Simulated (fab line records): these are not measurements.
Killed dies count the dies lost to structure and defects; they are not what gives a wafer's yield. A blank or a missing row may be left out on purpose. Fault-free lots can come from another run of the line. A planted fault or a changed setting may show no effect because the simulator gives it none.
fab line records | flow n5_finfet | part 2 of 2: steps 25 to 34 of 34
record lots=5 | wafers=15 | last_day=18
route steps=1938 shown BEOL_M2@913 BEOL_M3@931
lots untouched by any fault: they come from a run of this same line in which no faults occurred
start_h: the number of hours between the record's first day and the start of the first shown wafer of the lot | wait_h: hours from the lot's prior step to this one | " same as the row above | L1.1+2: several wafers, shown together as one row | - no value, or no start given | * or withheld: withheld | < > ~ a bound
route shown NAME@n: NAME is a module with steps in the file, n the number in the route of the first one | usual: the fault-free wafers' mean and standard deviation | same: alike in all rows | chamber/n: place in a boat | sites: per-site readings | _std_site: the values' standard deviation | _edge_site: mean of outer sites minus mean of inner sites | radius_mm: for every site, how far away it sits from the centre of the wafer | mask NAME#n: copy n | behind: tool/chamber where the wafer was last shaped | hold: reason for holding the lot/hours on hold/outcome of the hold | device: transistor that didn't switch, given as n, p or np | end of line: the route-end tests of the same wafers | a step given without rows: its recipe and nothing more | killed: dies lost to structure and defects at the first sort, not the wafer's yield | map: the dies of a wafer, with x for killed, . for not killed, _ for no die there
set.NAME: the setting that was run; set.NAME@STEP: the one run at that earlier step | model.NAME: the simulator's own value behind a step, which no gauge read
lots seen at some steps along the route; tables by step, rows by wafer
services: a tool's chamber out of use, with start hour (start_h, from the record's first day; less than 0 if before it), hours out, and reason
## steps
# step N5_BEOL_M3_COAT_73
# recipe resist=underlayer | temp_c=205 | time_s=60 | spin_rpm=1500 | resist_thk_nm=5
# usual exhaust_pa=45.1/1 | resist_line_temp_C=22.98/0.1
lot.wafer | tool           | chamber | start_h | wait_h | exhaust_pa | resist_line_temp_C
L077.3    | litho_track-03 | 0       | -       | -      | 45.9       | 23.07
L077.4    | "              | 0       | "       | "      | 43.2       | 22.94
L077.6    | "              | 0       | "       | "      | 45.7       | 23.14
L082.2    | litho_track-04 | 0       | -       | -      | 44.6       | 23.07
L082.4    | "              | 0       | "       | "      | 45.4       | 23.07
L082.6    | "              | 0       | "       | "      | 45.1       | 23.09
L088.1    | litho_track-03 | 0       | -       | -      | 46.3       | 23.05
L088.3    | "              | 0       | "       | "      | 45.5       | 22.95
L088.6    | "              | 0       | "       | "      | 47.2       | 23.09
L095.1    | litho_track-01 | 0       | -       | -      | 46.1       | 23.07
L095.5    | "              | 0       | "       | "      | 44.7       | 23.05
L095.6    | "              | 0       | "       | "      | 44.9       | 23.09
L096.3    | litho_track-01 | 0       | -       | -      | 45.3       | 22.95
L096.5    | "              | 0       | "       | "      | 45.4       | 22.94
L096.6    | "              | 0       | "       | "      | 46.5       | 22.94
# step N5_BEOL_M3_COAT_05
# recipe resist=CAR-EUV | spin_rpm=1500 | resist_thk_nm=30
# usual exhaust_pa=45.0/0.87 | resist_line_temp_C=23.02/0.096
lot.wafer | tool           | chamber | start_h | wait_h | exhaust_pa | resist_line_temp_C
L077.3    | litho_track-03 | 0       | -       | -      | 45.0       | 23.17
L077.4    | "              | 0       | "       | "      | 45.4       | 23.03
L077.6    | "              | 0       | "       | "      | 43.8       | 22.83
L082.2    | litho_track-04 | 0       | -       | -      | 45.2       | 23.23
L082.4    | "              | 0       | "       | "      | 46.1       | 23.05
L082.6    | "              | 0       | "       | "      | 46.4       | 23.25
L088.1    | litho_track-03 | 0       | -       | -      | 46.4       | 23.07
L088.3    | "              | 0       | "       | "      | 46.9       | 23.08
L088.6    | "              | 0       | "       | "      | 45.1       | 23.04
L095.1    | litho_track-01 | 0       | -       | -      | 44.2       | 23.06
L095.5    | "              | 0       | "       | "      | 44.8       | 22.97
L095.6    | "              | 0       | "       | "      | 45.4       | 22.98
L096.3    | litho_track-01 | 0       | -       | -      | 44.9       | 23.12
L096.5    | "              | 0       | "       | "      | 43.9       | 23.15
L096.6    | "              | 0       | "       | "      | 43.1       | 23.13
# step N5_BEOL_M3_EBR_07
# recipe solvent=PGMEA | ebr_width_mm=1.5
# usual exhaust_pa=44.8/0.95 | resist_line_temp_C=23.01/0.1
lot.wafer | tool           | chamber | start_h | wait_h | exhaust_pa | resist_line_temp_C
L077.3    | litho_track-03 | 0       | -       | -      | 46.0       | 22.90
L077.4    | "              | 0       | "       | "      | 44.9       | 23.03
L077.6    | "              | 0       | "       | "      | 44.4       | 22.92
L082.2    | litho_track-04 | 0       | -       | -      | 44.5       | 22.96
L082.4    | "              | 0       | "       | "      | 44.9       | 23.07
L082.6    | "              | 0       | "       | "      | 44.2       | 23.14
L088.1    | litho_track-03 | 0       | -       | -      | 45.6       | 23.07
L088.3    | "              | 0       | "       | "      | 45.6       | 23.19
L088.6    | "              | 0       | "       | "      | 45.9       | 23.11
L095.1    | litho_track-01 | 0       | -       | -      | 44.9       | 22.86
L095.5    | "              | 0       | "       | "      | 46.3       | 22.92
L095.6    | "              | 0       | "       | "      | 46.0       | 22.92
L096.3    | litho_track-01 | 0       | -       | -      | 43.7       | 23.03
L096.5    | "              | 0       | "       | "      | 45.6       | 23.21
L096.6    | "              | 0       | "       | "      | 44.4       | 23.17
# step N5_BEOL_M3_SOFTBAKE_06
# recipe temp_c=110 | time_s=60 | resist=CAR-EUV
# usual exhaust_pa=45.0/1 | resist_line_temp_C=22.99/0.1
lot.wafer | tool           | chamber | start_h | wait_h | exhaust_pa | resist_line_temp_C
L077.3    | litho_track-03 | 0       | -       | -      | 46.1       | 22.97
L077.4    | "              | 0       | "       | "      | 43.5       | 22.96
L077.6    | "              | 0       | "       | "      | 43.3       | 22.95
L082.2    | litho_track-04 | 0       | -       | -      | 44.2       | 23.05
L082.4    | "              | 0       | "       | "      | 44.3       | 22.84
L082.6    | "              | 0       | "       | "      | 44.1       | 22.96
L088.1    | litho_track-03 | 0       | -       | -      | 45.1       | 22.96
L088.3    | "              | 0       | "       | "      | 46.1       | 22.90
L088.6    | "              | 0       | "       | "      | 45.1       | 22.97
L095.1    | litho_track-01 | 0       | -       | -      | 44.5       | 23.01
L095.5    | "              | 0       | "       | "      | 44.4       | 23.04
L095.6    | "              | 0       | "       | "      | 42.8       | 22.93
L096.3    | litho_track-01 | 0       | -       | -      | 45.5       | 22.92
L096.5    | "              | 0       | "       | "      | 46.4       | 22.96
L096.6    | "              | 0       | "       | "      | 45.2       | 22.98
# step N5_BEOL_M3_EXPOSE_08
# recipe mask_id=M3 | na=0.33 | source_shape=dipole | sigma_inner=0.369 | sigma_outer=0.767 | polarization=unpolarized | dose_mj=33
# usual reticle_temp_C=23.02/0.093
lot.wafer | tool           | chamber | start_h | wait_h | mask | reticle_temp_C
L077.3    | euv_scanner-02 | 0       | 157.90  | -      | M3#0 | 22.99
L077.4    | "              | 0       | "       | "      | M3#0 | 22.95
L077.6    | "              | 0       | "       | "      | M3#0 | 22.99
L082.2    | euv_scanner-01 | 0       | 205.97  | -      | M3#0 | 22.93
L082.4    | "              | 0       | "       | "      | M3#0 | 22.96
L082.6    | "              | 0       | "       | "      | M3#0 | 22.94
L088.1    | euv_scanner-01 | 0       | 236.77  | -      | M3#0 | 23.02
L088.3    | "              | 0       | "       | "      | M3#0 | 22.94
L088.6    | "              | 0       | "       | "      | M3#0 | 22.92
L095.1    | euv_scanner-02 | 0       | 278.63  | -      | M3#0 | 23.11
L095.5    | "              | 0       | "       | "      | M3#0 | 23.07
L095.6    | "              | 0       | "       | "      | M3#0 | 23.20
L096.3    | euv_scanner-02 | 0       | 289.94  | -      | M3#0 | 22.80
L096.5    | "              | 0       | "       | "      | M3#0 | 22.88
L096.6    | "              | 0       | "       | "      | M3#0 | 23.04
# step N5_BEOL_M3_PEB_09
# recipe peb_temp_c=100 | peb_time_s=60 | resist=CAR-EUV
# usual exhaust_pa=45.1/0.94 | resist_line_temp_C=23.00/0.11
lot.wafer | tool           | chamber | start_h | wait_h | exhaust_pa | resist_line_temp_C
L077.3    | litho_track-01 | 0       | 157.95  | 0.0    | 45.4       | 22.95
L077.4    | "              | 0       | "       | "      | 47.1       | 22.95
L077.6    | "              | 0       | "       | "      | 47.3       | 23.04
L082.2    | litho_track-04 | 0       | 206.02  | 0.0    | 44.8       | 22.82
L082.4    | "              | 0       | "       | "      | 44.2       | 23.07
L082.6    | "              | 0       | "       | "      | 43.9       | 23.02
L088.1    | litho_track-03 | 0       | 236.82  | 0.1    | 45.2       | 22.96
L088.3    | "              | 0       | "       | "      | 45.5       | 22.95
L088.6    | "              | 0       | "       | "      | 44.4       | 23.10
L095.1    | litho_track-01 | 0       | 278.69  | 0.1    | 46.8       | 23.01
L095.5    | "              | 0       | "       | "      | 46.0       | 23.21
L095.6    | "              | 0       | "       | "      | 46.2       | 22.96
L096.3    | litho_track-01 | 0       | 289.99  | 0.0    | 44.3       | 23.07
L096.5    | "              | 0       | "       | "      | 44.8       | 23.14
L096.6    | "              | 0       | "       | "      | 43.9       | 22.98
# step N5_BEOL_M3_DEVELOP_10
# recipe develop_time_s=30 | developer=TMAH | resist=CAR-EUV | rinse_liquid=surfactant_rinse | dry=air_spin | dev_temp_c=23
# usual exhaust_pa=44.9/0.85 | resist_line_temp_C=22.96/0.098
lot.wafer | tool           | chamber | start_h | wait_h | exhaust_pa | resist_line_temp_C
L077.3    | litho_track-01 | 0       | -       | -      | 45.3       | 22.96
L077.4    | "              | 0       | "       | "      | 45.1       | 22.84
L077.6    | "              | 0       | "       | "      | 44.8       | 22.91
L082.2    | litho_track-04 | 0       | -       | -      | 45.4       | 22.87
L082.4    | "              | 0       | "       | "      | 44.6       | 22.88
L082.6    | "              | 0       | "       | "      | 46.5       | 22.97
L088.1    | litho_track-03 | 0       | -       | -      | 44.2       | 23.03
L088.3    | "              | 0       | "       | "      | 44.1       | 22.85
L088.6    | "              | 0       | "       | "      | 44.9       | 23.09
L095.1    | litho_track-01 | 0       | -       | -      | 45.5       | 22.99
L095.5    | "              | 0       | "       | "      | 44.8       | 23.05
L095.6    | "              | 0       | "       | "      | 43.4       | 22.94
L096.3    | litho_track-01 | 0       | -       | -      | 45.5       | 22.90
L096.5    | "              | 0       | "       | "      | 45.0       | 23.01
L096.6    | "              | 0       | "       | "      | 44.1       | 22.96
# step N5_BEOL_M3_CD_MEAS_11
# recipe target_cd_nm=17.05 | landing_energy_ev=500 | detector=se_inlens | polarity=opening
# usual cd_nm=17.20/0.27
lot.wafer | tool      | chamber | start_h | wait_h | cd_nm
L077.3    | cd_sem-01 | 0       | 158.01  | -      | 16.69
L077.4    | "         | 0       | "       | "      | 17.03
L077.6    | "         | 0       | "       | "      | 17.05
L082.2    | cd_sem-02 | 0       | 206.09  | -      | 17.58
L082.4    | "         | 0       | "       | "      | 17.52
L082.6    | "         | 0       | "       | "      | 17.68
L088.1    | cd_sem-01 | 0       | 236.89  | -      | 16.87
L088.3    | "         | 0       | "       | "      | 17.38
L088.6    | "         | 0       | "       | "      | 17.38
L095.1    | cd_sem-03 | 0       | 278.76  | -      | 17.23
L095.5    | "         | 0       | "       | "      | 17.16
L095.6    | "         | 0       | "       | "      | 17.08
L096.3    | cd_sem-01 | 0       | 290.05  | -      | 17.15
L096.5    | "         | 0       | "       | "      | 17.06
L096.6    | "         | 0       | "       | "      | 17.38
# step N5_BEOL_M3_OVL_MEAS_12
# recipe points_per_wafer=522
# usual M3_OVL=0.4/0.64
lot.wafer | tool       | chamber | start_h | wait_h | M3_OVL[nm]
L077.3    | overlay-01 | 0       | 158.05  | 0.0    | 0.2
L077.4    | "          | 0       | "       | "      | 0.5
L077.6    | "          | 0       | "       | "      | 1.0
L082.2    | overlay-01 | 0       | 206.12  | 0.0    | 1.0
L082.4    | "          | 0       | "       | "      | 1.1
L082.6    | "          | 0       | "       | "      | 1.5
L088.1    | overlay-01 | 0       | 236.92  | 0.0    | 0.1
L088.3    | "          | 0       | "       | "      | -0.5
L088.6    | "          | 0       | "       | "      | -0.4
L095.1    | overlay-02 | 0       | 278.79  | 0.0    | 0.4
L095.5    | "          | 0       | "       | "      | -0.4
L095.6    | "          | 0       | "       | "      | -0.3
L096.3    | overlay-02 | 0       | 290.09  | 0.0    | -0.2
L096.5    | "          | 0       | "       | "      | 0.0
L096.6    | "          | 0       | "       | "      | 0.5
# step N5_BEOL_M3_INSPECT_13
# recipe mode=adi | inspect_instrument=brightfield
# usual raw_defect_count=395/75
lot.wafer | tool              | chamber | start_h | wait_h | raw_defect_count
L077.3    | defect_inspect-02 | -       | 158.10  | 0.0    | 353
L077.4    | "                 | -       | "       | "      | 436
L077.6    | "                 | -       | "       | "      | 370
L082.2    | defect_inspect-02 | -       | 206.17  | 0.0    | 457
L082.4    | "                 | -       | "       | "      | 343
L082.6    | "                 | -       | "       | "      | 402
L088.1    | defect_inspect-02 | -       | 236.98  | 0.1    | 402
L088.3    | "                 | -       | "       | "      | 329
L088.6    | "                 | -       | "       | "      | 387
L095.1    | defect_inspect-02 | -       | 278.84  | 0.1    | 416
L095.5    | "                 | -       | "       | "      | 303
L095.6    | "                 | -       | "       | "      | 344
L096.3    | defect_inspect-02 | -       | 290.14  | 0.0    | 497
L096.5    | "                 | -       | "       | "      | 433
L096.6    | "                 | -       | "       | "      | 389
## services
tool           | chamber | start_h | hours | kind
pecvd-03       | -       | 136.71  | 1.1   | repair
pvd_sputter-03 | -       | 137.72  | 2.9   | repair
pecvd-03       | -       | 145.76  | 1.0   | repair
cmp-01         | -       | 149.02  | 0.2   | repair
pecvd-04       | -       | 150.68  | 0.5   | repair
cmp-01         | -       | 161.62  | 0.5   | repair
pvd_sputter-03 | -       | 164.10  | 7.1   | repair
euv_scanner-02 | -       | 165.44  | 1.0   | pm
cmp-01         | -       | 171.43  | 1.2   | repair
pecvd-01       | 2       | 190.23  | 2.3   | repair
euv_scanner-02 | -       | 193.10  | 4.6   | pm
pecvd-04       | -       | 195.44  | 5.5   | pm
cmp-01         | -       | 203.68  | 4.0   | pm
cvd_co-02      | -       | 216.98  | 2.8   | pm
euv_scanner-02 | -       | 221.59  | 1.0   | pm
euv_scanner-02 | -       | 232.00  | 5.8   | pm
rtp_anneal-01  | -       | 243.40  | 3.5   | pm
pecvd-01       | -       | 255.43  | 0.8   | repair
euv_scanner-02 | -       | 257.08  | 0.2   | repair
euv_scanner-02 | -       | 270.22  | 0.3   | repair
pecvd-03       | 0       | 272.97  | 3.5   | repair
euv_scanner-02 | -       | 281.80  | 1.0   | pm
euv_scanner-02 | -       | 283.17  | 0.2   | repair
pvd_sputter-02 | -       | 288.76  | 8.9   | repair
